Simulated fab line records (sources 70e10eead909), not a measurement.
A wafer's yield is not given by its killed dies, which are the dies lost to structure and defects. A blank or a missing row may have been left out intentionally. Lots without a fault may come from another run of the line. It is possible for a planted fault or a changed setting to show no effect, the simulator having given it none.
Comparing a struck lot with a sound one || flow nand-harc || 42 steps out of a route of 1159
Sound: wafers L876.2, L876.3, L876.5. Struck: wafers L882.2, L882.4. (L882.6 of the same lot was not struck and is left out.) The cause comes at the end.
Each step with rows lists, per side, the tool, then ch with its chambers, then its first start. Under that, the readings that differ: sound wafers || struck wafers || difference of the means || sigmas: that difference in standard deviations of wafers without a fault.
alike: same words and numbers on both sides, and readings whose means sit less than 2 such deviations apart. not compared: any withheld reading, any reading some wafer has no value for, any bound like >300 that may hide the same value, and any number with overlapping values for which the record gives no deviation.
A row with sigmas, a row that says differs or no value, or rows on one side alone: a step with any of these is where the two part. When numbers do not overlap yet have no deviation, they are printed without sigmas and do not part them. A reading missing from all wafers of one side parts the sides only when that side holds two or more wafers.

NHARC_A_CONTACT_ETCH_111: etches the open film in C4F8/O2/Ar, time 140 s, target depth 700 nm.
  sound on har-cap-etch-01 ch 0,1, day 18 15:49; struck on har-cap-etch-03 ch 0, day 19 14:27
  not compared: rf-hours-counter-h
then, 4 steps without rows for these wafers: NHARC_A_CONTACT_ETCH_112 (etches the open film in C4F8/O2/Ar, time 94 s, target depth 922 nm); NHARC_A_CONTACT_ETCH_113 (etches the open film in C4F8/O2/Ar, time 94 s, target depth 922 nm); NHARC_A_CONTACT_ETCH_114 (etches the open film in C4F8/O2/Ar, time 94 s, target depth 922 nm); NHARC_A_CONTACT_ETCH_115 (etches the open film in C4F8/O2/Ar, time 94 s, target depth 922 nm).
NHARC_A_CONTACT_ETCH_116: etches the open film in C4F8/O2/Ar, time 94 s, target depth 922 nm.
  sound on har-cap-etch-01 ch 0,1, day 18 16:23; struck on har-cap-etch-03 ch 0, day 19 15:00
  not compared: rf-hours-counter-h
NHARC_A_CONTACT_ETCH_117: etches the open film in C4F8/O2/Ar, time 94 s, target depth 922 nm.
  sound on har-cap-etch-01 ch 0,1, day 18 16:29; struck on har-cap-etch-03 ch 0, day 19 15:05
  not compared: rf-hours-counter-h
NHARC_A_CONTACT_ETCH_118: etches the open film in C4F8/O2/Ar, time 94 s, target depth 922 nm.
  sound on har-cap-etch-01 ch 0,1, day 18 16:34; struck on har-cap-etch-03 ch 0, day 19 15:11
  not compared: rf-hours-counter-h
then, 4 steps without rows for these wafers: NHARC_A_CONTACT_ETCH_119 (etches the open film in C4F8/O2/Ar, time 94 s, target depth 922 nm); NHARC_A_CONTACT_ETCH_120 (etches the open film in C4F8/O2/Ar, time 94 s, target depth 922 nm); NHARC_A_CONTACT_ETCH_121 (etches the open film in C4F8/O2/Ar, time 94 s, target depth 922 nm); NHARC_A_CONTACT_ETCH_122 (etches the open film in C4F8/O2/Ar, time 95 s, target depth 930 nm).
NHARC_A_CONTACT_ETCH_123: etches the open film in C4F8/O2/Ar, time 253 s, target depth 1090 nm.
  sound on har-cap-etch-01 ch 0,1, day 18 17:01; struck on har-cap-etch-03 ch 0, day 19 15:40
  not compared: rf-hours-counter-h
then, 2 steps without rows for these wafers: NHARC_A_CONTACT_ETCH_90 (etches the open film in CH3F/O2, target depth 40 nm, time 85.7 s); NHARC_A_CONTACT_ETCH_96 (etches the open film in C4F6/O2, target depth 20 nm, time 10 s).
NHARC_A_CONTACT_CD_MEAS_53:
  sound: cd-sem-03 at day 18 17:51; struck: cd-sem-01 at day 19 16:27
{"reading": "cd-nm (nm)", "sound": "188.1 188.8 188.3", "struck": "190.3 190.4", "difference": "+2.0", "sigmas": "+2"}
then, 18 steps without rows for these wafers: NHARC_A_CONTACT_STRIP_99 (strips in N2/H2); NHARC_A_CONTACT_STRIP_100 (strips in CF4/CHF3); NHARC_A_CONTACT_STRIP_101 (strips in O2/COS); NHARC_A_CONTACT_ETCH_102 (etches the open film in CF4/O2, target depth 70 nm, overetch 7 nm, time 38.5 s); NHARC_A_CONTACT_STRIP_55 (strips in O2); NHARC_A_CONTACT_STRIP_56 (strips in post etch residue remover, time 600 s); NHARC_A_CONTACT_DEP_57 (deposits aC, target thk 2800 nm); NHARC_A_CONTACT_DEP_58 (deposits SiON, target thk 60 nm); NHARC_A_CONTACT_DEHYDRATE_59 (time 120 s); NHARC_A_CONTACT_HMDS_60 (time 30 s); NHARC_A_CONTACT_COAT_61 (time 75 s); NHARC_A_CONTACT_COAT_62 (time 65 s); NHARC_A_CONTACT_COAT_63 (resist thk 90 nm); NHARC_A_CONTACT_SOFTBAKE_64 (time 55 s); NHARC_A_CONTACT_EBR_65; NHARC_A_CONTACT_EXPOSE_66 (exposes mask A CC 2); NHARC_A_CONTACT_PEB_67 (peb time 65 s); NHARC_A_CONTACT_DEVELOP_68 (develop time 35 s).
NHARC_A_CONTACT_CD_MEAS_69: target cd 200 nm.
  sound on cd-sem-02 ch 0, day 18 22:11; struck on cd-sem-02 ch 0, day 19 20:56
  alike: cd-nm
NHARC_A_CONTACT_OVL_MEAS_70:
  sound: overlay-02 at day 18 22:16; struck: overlay-01 at day 19 21:01
  alike: overlay-x-nm, overlay-y-nm
NHARC_A_CONTACT_DESCUM_74: chemistry O2, time 3 s.
  sound on rie-diel-04 ch 1,2, day 18 22:22; struck on rie-diel-10 ch 1,2, day 19 21:07
  alike: drypump-motor-current-A, oes-product-au, rf-vpp-V, showerhead-plenum-p-Torr, throttle-valve-pct
  not compared: rf-hours-counter-h
then, 4 steps without rows for these wafers: NHARC_A_CONTACT_ETCH_75 (etches the open film in CF4, target depth 39 nm, time 65 s); NHARC_A_CONTACT_ETCH_76 (etches the open film in N2/H2, target depth 260 nm, time 475.3 s); NHARC_A_CONTACT_ETCH_77 (etches the open film in CF4/CHF3, target depth 72.6 nm, time 36.3 s); NHARC_A_CONTACT_ETCH_78 (etches the open film in O2/COS, target depth 2800 nm, time 728 s).
-- the record jumps here: 3 days lie between the struck wafers' starts before and after (it left off in module A_CONTACT and takes up again in module END, whose first step shown is number 1159 of the route) --
NHARC_END_SORT_01:
  here the record holds rows for the struck wafers (prober-02 ch 0, day 22 15:04) but none for the sound ones

WHERE THEY PART
At NHARC_A_CONTACT_CD_MEAS_53 first; at NHARC_END_SORT_01 last (within this record only).

WHY: whatever the simulator had introduced
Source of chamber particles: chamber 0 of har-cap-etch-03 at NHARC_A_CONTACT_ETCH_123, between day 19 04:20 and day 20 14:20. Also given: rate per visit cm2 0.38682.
